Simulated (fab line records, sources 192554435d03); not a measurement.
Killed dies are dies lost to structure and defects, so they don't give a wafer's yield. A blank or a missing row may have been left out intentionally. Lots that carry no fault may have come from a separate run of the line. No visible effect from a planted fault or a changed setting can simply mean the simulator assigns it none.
fab line records    flow n5_finfet    part 2 of 2: steps 5 to 6 of 6
[record] lots = 24  wafers = 72  last_day = 19
route steps=1938 shown BEOL_M0_SAQP@633
lots with no fault: from the same line, run without faults
start_h: the number of hours between the record's first day and the start of the first shown wafer of the lot    wait_h: how many hours have passed since the lot's step before this one    " repeats the value in the row above    L1.1+2: one row covering several wafers at once    - either no value or no given start    * or withheld: withheld    < > ~ a bound
route shown NAME@n: NAME is a module with steps in the file, n the number in the route of the first one    usual: mean/standard deviation taken from wafers without a fault    same: alike in all rows    chamber/n: place in a boat    sites: readings site by site    _std_site: the values' standard deviation    _edge_site: outer sites' mean less inner sites'    radius_mm: for every site, how far away it sits from the centre of the wafer    mask NAME#n: copy n    behind: the last tool/chamber to shape the wafer    hold: reason for holding the lot/hours on hold/outcome of the hold    device: names the non-switching transistor (n, p or np)    end of line: tests run on the same wafers once the route is complete    step lacking rows: just its recipe    killed: dies lost to structure and defects at the first sort, not the wafer's yield    map: a wafer's dies, x killed, . not, _ none there
set.NAME: the setting as run; set.NAME@STEP: as run at that earlier step    model.NAME: the simulator's own value behind a step, which no gauge read
steps of the route over a sample of lots; a table a step, a row a wafer
services: when a tool's chamber went out of use (start_h, in hours from the record's first day, below 0 if earlier), for how many hours, and the reason
[[steps]]
[step N5_BEOL_M0_SAQP_MANDREL2_REMOVE_110]
[recipe] chemistry = HBr/Cl2/O2  bt_time_s = 10  target = a-Si  stop_on = SiCN  endpoint = OES-SiCl  over_etch_frac = 1  icp_w = 600  bias_w = 30  HBr_flow_sccm = 150  Cl2_flow_sccm = 80  O2_flow_sccm = 5  pressure_mtorr = 10
[usual] HBr_flow_sccm = 150.0/0.5  chamber_pressure_mTorr = 10.000/0.0093  drypump_motor_current_A = 6.0/0.39  he_backside_leak_sccm = 2.73/0.26  oes_product_au = 0.993/0.012  rf_fwd_power_W = 596.6/2.1  throttle_valve_pct = 36.62/0.25
[same] over_etch_frac = 1
lot.wafer  tool       chamber  start_h  wait_h  HBr_flow_sccm  chamber_pressure_mTorr  drypump_motor_current_A  he_backside_leak_sccm  oes_product_au  rf_fwd_power_W  rf_hours_counter_h  throttle_valve_pct
L074.2     rie_si-03  1        109.97   0.1     150.3          9.991                   6.3                      2.83                   0.975           597.8           120                 36.34
L074.3     "          2        "        "       150.7          10.002                  5.8                      2.45                   0.983           596.9           51                  36.60
L074.5     "          1        "        "       149.8          10.027                  6.3                      2.82                   0.968           596.0           -                   36.35
L075.2     rie_si-03  0        118.27   0.1     150.6          9.993                   6.0                      3.18                   1.003           594.6           192                 36.53
L075.4     "          1        "        "       150.5          9.983                   6.3                      2.70                   0.976           596.1           120                 36.33
L075.6     "          2        "        "       150.8          10.011                  5.8                      2.56                   0.991           596.8           -                   36.61
L076.1     rie_si-03  3        121.04   0.1     148.6          10.002                  5.4                      2.66                   0.986           596.9           93                  36.32
L076.2     "          2        "        "       149.0          10.015                  5.8                      2.73                   0.998           597.1           51                  36.60
L076.5     "          3        "        "       148.7          9.992                   5.3                      2.61                   0.995           595.6           -                   36.31
L077.2     rie_si-03  2        130.16   0.1     149.2          9.991                   5.8                      2.71                   0.988           596.0           51                  36.60
L077.4     "          0        "        "       150.0          10.012                  6.0                      3.03                   1.008           597.3           192                 36.52
L077.6     "          2        "        "       149.5          10.006                  5.8                      2.62                   0.994           595.0           -                   36.60
L078.2     rie_si-02  1        137.75   0.1     150.4          9.995                   5.5                      2.82                   0.985           598.7           149                 36.57
L078.3     "          3        "        "       149.4          10.015                  6.5                      2.81                   0.998           598.5           106                 37.21
L078.5     "          2        "        "       149.9          10.002                  6.7                      2.55                   1.001           601.7           -                   36.60
L079.1     rie_si-03  2        141.91   0.1     149.9          10.021                  5.8                      2.74                   0.984           598.8           51                  36.61
L079.2     "          0        "        "       150.7          9.987                   6.0                      3.10                   1.005           600.0           192                 36.53
L079.4     "          1        "        "       150.2          10.012                  6.3                      2.80                   0.970           601.4           120                 36.34
L080.3     rie_si-01  0        149.72   0.1     150.3          9.997                   6.0                      2.27                   0.996           598.4           87                  36.92
L080.5     "          2        "        "       149.5          9.996                   6.2                      2.80                   1.014           596.2           -                   36.53
L080.6     "          1        "        "       149.6          10.002                  5.8                      2.76                   1.011           597.4           -                   36.46
L081.2     rie_si-02  0        154.02   0.1     150.8          9.986                   6.0                      2.60                   0.996           595.8           4                   36.66
L081.3     "          1        "        "       151.1          10.006                  5.5                      2.90                   0.998           592.9           150                 36.56
L081.5     "          1        "        "       149.7          10.003                  5.5                      2.98                   0.990           594.1           -                   36.59
L082.1     rie_si-02  1        159.94   0.1     149.9          10.005                  5.5                      2.74                   1.004           596.7           150                 36.57
L082.3     "          2        "        "       149.9          9.983                   6.6                      2.40                   0.989           592.9           88                  36.61
L082.4     "          0        "        "       149.5          9.985                   6.1                      2.65                   0.996           594.1           4                   36.69
L083.1     rie_si-01  0        162.97   0.1     149.8          10.012                  6.0                      2.44                   0.987           597.1           87                  36.92
L083.3     "          3        "        "       150.6          9.995                   6.2                      3.21                   1.004           593.4           191                 36.88
L083.5     "          1        "        "       149.4          9.991                   5.8                      2.73                   0.998           596.6           -                   36.46
L084.2     rie_si-01  0        169.95   0.1     150.8          9.987                   6.0                      2.34                   0.994           593.2           87                  36.93
L084.4     "          2        "        "       150.3          10.018                  6.3                      2.84                   1.013           598.4           -                   36.55
L084.6     "          0        "        "       150.2          10.011                  6.0                      2.59                   0.984           596.5           -                   36.91
L085.1     rie_si-02  2        183.38   0.1     149.5          9.991                   6.6                      2.37                   1.001           598.6           88                  36.62
L085.4     "          1        "        "       149.8          10.008                  5.5                      2.90                   0.992           595.7           150                 36.57
L085.5     "          2        "        "       149.6          9.996                   6.6                      2.41                   0.998           597.7           -                   36.61
L086.1     rie_si-03  2        185.91   0.1     149.2          10.000                  5.8                      2.65                   0.984           597.0           52                  36.60
L086.3     "          3        "        "       149.4          9.981                   5.3                      2.68                   0.986           596.0           94                  36.31
L086.4     "          2        "        "       150.2          10.003                  5.8                      2.58                   0.979           599.5           -                   36.60
L087.1     rie_si-01  1        191.54   0.1     150.7          9.999                   5.8                      2.64                   0.999           598.0           167                 36.47
L087.2     "          3        "        "       149.6          9.997                   6.2                      2.99                   0.981           592.9           0                   37.03
L087.5     "          2        "        "       150.2          9.973                   6.2                      2.84                   0.993           598.3           -                   36.53
L088.2     rie_si-01  2        193.98   0.1     149.5          10.003                  6.3                      2.84                   0.992           596.2           133                 36.54
L088.3     "          3        "        "       150.1          9.995                   6.2                      3.10                   0.969           596.3           0                   37.03
L088.5     "          0        "        "       150.0          9.998                   6.0                      2.38                   0.978           595.2           -                   36.91
L089.2     rie_si-03  1        202.25   0.1     149.6          10.004                  6.3                      2.62                   0.974           600.0           122                 36.34
L089.3     "          2        "        "       151.0          9.990                   5.8                      2.68                   0.987           597.5           53                  36.61
L089.4     "          0        "        "       149.8          10.011                  6.0                      3.00                   0.981           596.4           0                   36.46
L090.1     rie_si-03  0        208.73   0.1     150.1          9.997                   6.0                      2.82                   0.995           596.3           0                   36.46
L090.3     "          3        "        "       149.9          10.000                  5.4                      2.58                   0.982           592.4           95                  36.32
L090.6     "          2        "        "       150.3          10.008                  5.8                      2.85                   0.984           597.3           -                   36.60
L091.2     rie_si-03  1        217.00   0.1     150.8          10.005                  6.3                      2.78                   0.971           599.9           122                 36.35
L091.5     "          3        "        "       149.9          9.988                   5.3                      4.76                   0.977           593.0           -                   36.32
L091.6     "          2        "        "       149.9          9.996                   5.9                      2.86                   0.983           600.6           -                   36.60
L092.1     rie_si-02  2        221.29   0.1     149.8          9.993                   6.7                      2.32                   1.003           594.7           89                  36.59
L092.5     "          0        "        "       149.5          9.991                   6.0                      2.61                   1.017           595.0           -                   36.68
L092.6     "          3        "        "       150.0          9.980                   6.5                      2.77                   1.009           595.3           -                   37.19
L093.2     rie_si-02  2        225.53   0.1     150.6          9.995                   6.7                      2.54                   1.007           598.6           89                  36.60
L093.4     "          0        "        "       151.1          9.981                   6.1                      2.50                   1.003           594.6           6                   36.66
L093.6     "          3        "        "       149.9          10.004                  6.5                      2.82                   1.012           595.3           -                   37.20
L094.2     rie_si-02  1        229.68   0.1     149.3          10.016                  5.5                      2.79                   0.992           597.9           151                 36.56
L094.5     "          1        "        "       150.0          9.999                   5.5                      2.84                   0.995           595.7           -                   36.57
L094.6     "          2        "        "       150.2          9.996                   6.7                      2.56                   1.000           597.1           -                   36.61
L095.2     rie_si-02  1        238.13   0.1     150.0          9.989                   5.5                      3.04                   0.984           594.9           151                 36.56
L095.5     "          3        "        "       150.3          9.984                   6.5                      2.71                   1.004           601.0           -                   37.19
L095.6     "          2        "        "       150.0          9.998                   6.6                      2.51                   1.000           595.5           -                   36.62
L096.1     rie_si-02  1        248.05   0.1     149.6          10.003                  5.5                      2.88                   1.006           597.5           151                 36.56
L096.3     "          0        "        "       150.2          10.013                  6.1                      2.64                   1.004           596.7           6                   36.69
L096.4     "          3        "        "       149.9          9.998                   6.4                      2.73                   1.011           597.0           108                 37.18
L097.2     rie_si-02  0        251.82   0.1     149.5          9.996                   6.1                      2.68                   1.002           594.8           6                   36.68
L097.3     "          2        "        "       149.5          10.007                  6.7                      2.51                   0.990           595.1           90                  36.60
L097.5     "          1        "        "       149.1          10.005                  5.5                      3.06                   0.995           596.4           -                   36.58
[step N5_BEOL_M0_SAQP_CD_MEAS_40]
[recipe] target_cd_nm = 30  landing_energy_ev = 500  detector = se_inlens
[usual] cd_nm = 30.07/0.25
lot.wafer  tool       chamber  start_h  wait_h  cd_nm
L074.2     cd_sem-02  0        110.51   -       30.09
L074.3     "          0        "        "       29.84
L074.5     "          0        "        "       30.46
L075.2     cd_sem-02  0        118.68   -       30.33
L075.4     "          0        "        "       30.49
L075.6     "          0        "        "       30.04
L076.1     cd_sem-01  0        121.46   -       30.24
L076.2     "          0        "        "       30.24
L076.5     "          0        "        "       30.26
L077.2     cd_sem-01  0        131.63   -       30.47
L077.4     "          0        "        "       30.38
L077.6     "          0        "        "       30.40
L078.2     cd_sem-01  0        138.17   -       30.18
L078.3     "          0        "        "       30.59
L078.5     "          0        "        "       30.22
L079.1     cd_sem-01  0        142.45   -       30.38
L079.2     "          0        "        "       30.18
L079.4     "          0        "        "       30.57
L080.3     cd_sem-02  0        150.14   -       30.11
L080.5     "          0        "        "       30.02
L080.6     "          0        "        "       30.18
L081.2     cd_sem-02  0        154.56   -       29.83
L081.3     "          0        "        "       29.73
L081.5     "          0        "        "       29.54
L082.1     cd_sem-03  0        160.48   -       29.64
L082.3     "          0        "        "       29.56
L082.4     "          0        "        "       30.07
L083.1     cd_sem-02  0        163.51   -       30.07
L083.3     "          0        "        "       30.17
L083.5     "          0        "        "       29.58
L084.2     cd_sem-03  0        170.49   -       29.90
L084.4     "          0        "        "       30.16
L084.6     "          0        "        "       29.68
L085.1     cd_sem-01  0        183.80   -       30.50
L085.4     "          0        "        "       29.75
L085.5     "          0        "        "       30.22
L086.1     cd_sem-01  0        186.32   -       30.19
L086.3     "          0        "        "       30.17
L086.4     "          0        "        "       29.86
L087.1     cd_sem-03  0        192.08   -       30.65
L087.2     "          0        "        "       30.43
L087.5     "          0        "        "       30.01
L088.2     cd_sem-02  0        194.52   -       30.04
L088.3     "          0        "        "       30.20
L088.5     "          0        "        "       29.84
L089.2     cd_sem-03  0        202.66   -       30.22
L089.3     "          0        "        "       30.27
L089.4     "          0        "        "       29.81
L090.1     cd_sem-02  0        209.27   -       30.05
L090.3     "          0        "        "       30.07
L090.6     "          0        "        "       30.09
L091.2     cd_sem-01  0        217.42   -       30.02
L091.5     "          0        "        "       30.08
L091.6     "          0        "        "       29.93
L092.1     cd_sem-02  0        221.71   -       29.81
L092.5     "          0        "        "       29.89
L092.6     "          0        "        "       29.87
L093.2     cd_sem-03  0        225.96   -       29.81
L093.4     "          0        "        "       30.14
L093.6     "          0        "        "       29.85
L094.2     cd_sem-02  0        230.09   -       30.16
L094.5     "          0        "        "       30.35
L094.6     "          0        "        "       30.11
L095.2     cd_sem-01  0        238.55   -       30.02
L095.5     "          0        "        "       30.02
L095.6     "          0        "        "       30.23
L096.1     cd_sem-02  0        248.50   -       29.99
L096.3     "          0        "        "       30.22
L096.4     "          0        "        "       30.20
L097.2     cd_sem-01  0        252.26   -       30.11
L097.3     "          0        "        "       30.07
L097.5     "          0        "        "       29.94
[[services]]
tool           chamber  start_h  hours  kind
rie_si-01      1        85.12    3.7    repair
rie_si-01      -        86.10    0.1    repair
rie_diel-06    -        92.89    0.4    repair
pecvd-03       -        98.90    2.8    pm
rie_diel-06    2        114.51   5.9    repair
rie_diel-06    -        116.53   12.6   repair
vapor_etch-01  -        141.96   0.2    repair
pecvd-02       -        149.75   5.7    repair
pecvd-03       -        154.73   0.5    repair
vapor_etch-01  0        165.60   16.3   repair
rie_si-01      3        168.75   4.6    repair
rie_si-03      0        169.96   4.0    repair
pecvd-03       2        179.72   4.0    repair
vapor_etch-01  1        184.70   0.9    repair
rie_diel-01    0        196.72   1.8    repair
rie_diel-01    1        196.83   5.2    repair
pecvd-04       -        200.31   1.6    repair
rie_si-02      1        212.05   2.2    repair
pecvd-03       -        214.46   1.7    repair
rie_si-03      1        223.40   4.2    repair
pecvd-03       -        225.74   3.7    repair
rie_diel-04    -        228.29   14.6   pm
vapor_etch-02  -        240.19   15.6   pm
rie_diel-01    2        247.70   9.1    repair
